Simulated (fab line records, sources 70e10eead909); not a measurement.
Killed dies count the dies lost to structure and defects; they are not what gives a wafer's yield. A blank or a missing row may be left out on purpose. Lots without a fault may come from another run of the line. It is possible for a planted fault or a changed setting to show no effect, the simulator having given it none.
8D (eight disciplines) problem report, filled in by code -- flow nand_harc -- the parts of the form that need people (team, actions taken, sign-off) are left out

== 1. WHAT IS WRONG ==
thk_nm at NHARC_A_ONON_D1_THK_MEAS_24 reads a mean of 398 nm on 6 wafers of 2 lots; wafers without a fault read 998 nm with a standard deviation of 9.5. Measured from the usual mean, that is -63 standard deviations.
The step: measures by ellipsometry.
The first sign was on wafer L391.1 at day 11 22:11, on film_metro-02. At this step, 42 wafers from 14 lots have a number in the record. Rule for "out" (also "out of limits"): further than 4 standard deviations from the usual mean. The rest of the wafers with a number are treated as sound.

== 2. WHAT IT IS AND WHAT IT IS NOT ==
question,is,is not
which readings at this step,thk_nm,-
which lots,"L391, L395","L379, L380, L382, L383, L384, L385, L386, L389, L393, L397, L398, L400"
which wafers of those lots,all that have a number,-
read on which gauges,film_metro-02,film_metro-01
when,from day 11 22:11,"up to then (27 sound wafers); but 9 sound wafers of L397, L398, L400 came after"

== 3. WHAT RULES OUT EACH SUSPECT ==
Counting: any tool at a process step up to the reading is kept as a suspect provided that every lot that is out went through it and no sound lot did after the first of them.
- the gauge at NHARC_A_ONON_D1_THK_MEAS_24 has been ruled out. All the wafers that are out were read on film_metro-02, but those of them that NHARC_END_SORT_01 has rows for are out there too, on other tools.
- pecvd_onon-03 at NHARC_A_ONON_D1_DEP_22 (target thk 1000 nm): kept. It processed each lot that is out, first L391 at day 11 21:41, and no sound lot thereafter; up to then, the last sound lot it processed was L385 at day 9 18:41.
Remaining after the count: pecvd_onon-03 at NHARC_A_ONON_D1_DEP_22.

== 4. THE CAUSE (what the simulator had put in) ==
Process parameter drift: pecvd_onon-03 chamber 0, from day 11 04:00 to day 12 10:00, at NHARC_A_ONON_D1_DEP_22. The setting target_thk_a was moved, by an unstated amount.
Only this tool survived the counting.

== 5. SEQUENCE OF EFFECTS, ordered by route ==
Rows list readings where the struck wafers' mean (over those with a number) sits beyond 3 standard deviations from the usual. Scope: only readings with a usual standard deviation given in the record; hours: median across lots of the time from each lot's start at the first step in this table that gives one to its start at this step; sigmas: change in usual standard deviations.
hours,step,reading,usual,on struck wafers,change,sigmas
0,NHARC_A_ONON_D1_THK_MEAS_24,thk_nm,998 nm,398,-600,-63
282,NHARC_END_SORT_01,killed_at_array,29,670,+641,+64
282,NHARC_END_SORT_01,killed_dies,33,677,+644,+59

== 6. HOW IT WOULD HAVE BEEN CAUGHT EARLIER ==
In this record the first reading out of limits at a measuring or inspecting step was taken at day 11 22:11, 18 hours after the fault began at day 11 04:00.
No tool reading at NHARC_A_ONON_D1_DEP_22 that has a usual standard deviation in the record was out on any struck wafer, so an alarm limit of 4 standard deviations on those readings would not have fired.
L395, from the lots that are out (2), started NHARC_A_ONON_D1_DEP_22 on pecvd_onon-03 later than day 11 22:11. It would have been spared by a hold on the tool at that moment.
